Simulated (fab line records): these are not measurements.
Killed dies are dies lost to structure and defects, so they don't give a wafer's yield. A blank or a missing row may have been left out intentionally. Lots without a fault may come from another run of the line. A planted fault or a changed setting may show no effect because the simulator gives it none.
Lot-split experiment / flow n5-finfet / 21 wafers read across 7 lots, on a route 1938 steps long

THE SPLIT ITSELF
At N5_BEOL_M13_ILD_DEP_00 (deposits SiOC from DEMS/O2, target thk 837.92 nm, time 166.4 s), the setting time-s was moved away from the recipe's 166.4 s on 8 of the 21 wafers read, by -12.3% to +9.1%. The other wafers ran this setting at the recipe's value.

Between the split and the reading, the file records no step.

THE READING
At N5_BEOL_M13_THK_MEAS_01: M13_ILD_THK, given in nm. On this fab line, fault-free wafers typically give 837 nm with a standard deviation of 12 nm.

wafer=L074.2; tool, chamber at the split=pecvd-04, 2; time-s as run, s=166.4; against the recipe=recipe; M13_ILD_THK, nm=833; against lot-mates on the recipe=-
wafer=L074.4; tool, chamber at the split=pecvd-04, 2; time-s as run, s=166.4; against the recipe=recipe; M13_ILD_THK, nm=841; against lot-mates on the recipe=-
wafer=L074.5; tool, chamber at the split=pecvd-04, 0; time-s as run, s=166.4; against the recipe=recipe; M13_ILD_THK, nm=840; against lot-mates on the recipe=-
wafer=L075.3; tool, chamber at the split=pecvd-03, 2; time-s as run, s=181.6; against the recipe=+9.1%; M13_ILD_THK, nm=924; against lot-mates on the recipe=+84
wafer=L075.4; tool, chamber at the split=pecvd-03, 0; time-s as run, s=166.4; against the recipe=recipe; M13_ILD_THK, nm=833; against lot-mates on the recipe=-
wafer=L075.5; tool, chamber at the split=pecvd-03, 2; time-s as run, s=166.4; against the recipe=recipe; M13_ILD_THK, nm=846; against lot-mates on the recipe=-
wafer=L080.2; tool, chamber at the split=pecvd-03, 2; time-s as run, s=145.9; against the recipe=-12.3%; M13_ILD_THK, nm=726; against lot-mates on the recipe=-116
wafer=L080.3; tool, chamber at the split=pecvd-03, 0; time-s as run, s=166.4; against the recipe=recipe; M13_ILD_THK, nm=824; against lot-mates on the recipe=-
wafer=L080.4; tool, chamber at the split=pecvd-03, 1; time-s as run, s=166.4; against the recipe=recipe; M13_ILD_THK, nm=860; against lot-mates on the recipe=-
wafer=L084.1; tool, chamber at the split=pecvd-02, 2; time-s as run, s=166.4; against the recipe=recipe; M13_ILD_THK, nm=823; against lot-mates on the recipe=-
wafer=L084.3; tool, chamber at the split=pecvd-02, 1; time-s as run, s=166.4; against the recipe=recipe; M13_ILD_THK, nm=820; against lot-mates on the recipe=-
wafer=L084.5; tool, chamber at the split=pecvd-02, 2; time-s as run, s=166.4; against the recipe=recipe; M13_ILD_THK, nm=825; against lot-mates on the recipe=-
wafer=L086.2; tool, chamber at the split=pecvd-04, 1; time-s as run, s=166.4; against the recipe=recipe; M13_ILD_THK, nm=829; against lot-mates on the recipe=-
wafer=L086.4; tool, chamber at the split=pecvd-04, 1; time-s as run, s=173.4; against the recipe=+4.2%; M13_ILD_THK, nm=885; against lot-mates on the recipe=+56
wafer=L086.6; tool, chamber at the split=pecvd-04, 0; time-s as run, s=173.4; against the recipe=+4.2%; M13_ILD_THK, nm=888; against lot-mates on the recipe=+59
wafer=L091.1; tool, chamber at the split=pecvd-02, 0; time-s as run, s=166.4; against the recipe=recipe; M13_ILD_THK, nm=824; against lot-mates on the recipe=-
wafer=L091.4; tool, chamber at the split=pecvd-02, 0; time-s as run, s=157.5; against the recipe=-5.3%; M13_ILD_THK, nm=792; against lot-mates on the recipe=-38
wafer=L091.6; tool, chamber at the split=pecvd-02, 2; time-s as run, s=166.4; against the recipe=recipe; M13_ILD_THK, nm=837; against lot-mates on the recipe=-
wafer=L097.3; tool, chamber at the split=pecvd-02, 2; time-s as run, s=149.5; against the recipe=-10.2%; M13_ILD_THK, nm=757; against lot-mates on the recipe=no lot-mate on the recipe
wafer=L097.4; tool, chamber at the split=pecvd-02, 0; time-s as run, s=149.5; against the recipe=-10.2%; M13_ILD_THK, nm=783; against lot-mates on the recipe=no lot-mate on the recipe
wafer=L097.6; tool, chamber at the split=pecvd-02, 1; time-s as run, s=149.5; against the recipe=-10.2%; M13_ILD_THK, nm=751; against lot-mates on the recipe=no lot-mate on the recipe

FIT RESULTS
A straight line over all 21 wafers: M13_ILD_THK changes by +8.35 nm for each +1% of time-s; r = +0.96; the points scatter about the line by 13 nm.
The same after taking each lot's own level away (the mean of its wafers on the recipe; 18 wafers): +9.66 nm for each +1%; r = +0.97; scatter 9.7 nm.
That fit puts the effect of the largest move of time-s on the reading at 1.2e+02 nm.
Measured against the standard deviation above, the lots' own levels, which go from 822.7 to 842.0 nm, span 1.6 times it.
Thus the slope moves with the lot-to-lot level: the two fits are different.
Check: with one of the wafers moved furthest among these (-12.3%) left out of the fit, the line predicts -117 nm for it against its lot-mates. It came out at -116 nm against them.

THE WHOLE CHAIN: every reading that the file lists as answering this split, in the file's order
step=N5_BEOL_M13_ILD_DEP_00; what it does=deposits SiOC from DEMS/O2, target thk 837.92 nm, time 166.4 s; reading=SiOC_of_BEOL_M13_ILD_DEP_00.thk-nm (the simulator's own value, which no gauge read); change (the file's fit)=+9.45 nm for each +1% of the setting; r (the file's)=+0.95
step=N5_BEOL_M13_THK_MEAS_01; what it does=; reading=M13_ILD_THK; change (the file's fit)=+9.41 for each +1% of the setting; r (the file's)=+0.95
step=N5_BEOL_M13_VIA_ETCH_16; what it does=etches SiOC in C4F8/O2/Ar, target depth 921.7 nm; reading=etch.depth-nm (the simulator's own value, which no gauge read); change (the file's fit)=+9.45 nm for each +1% of the setting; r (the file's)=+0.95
step=N5_BEOL_M13_VIA_ETCH_16; what it does=etches SiOC in C4F8/O2/Ar, target depth 921.7 nm; reading=coat_of_BEOL_M13_COAT_04.thk-nm (the simulator's own value, which no gauge read); change (the file's fit)=-2.45 nm for each +1% of the setting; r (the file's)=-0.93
step=N5_BEOL_M13_STRIP_63; what it does=strips in N2/H2; reading=strip-time-to-endpoint-s; change (the file's fit)=withheld for each +1% of the setting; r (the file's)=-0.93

FILE'S OWN FIT
M13_ILD_THK changes by +9.41 nm for each +1% of time-s, r = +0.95.
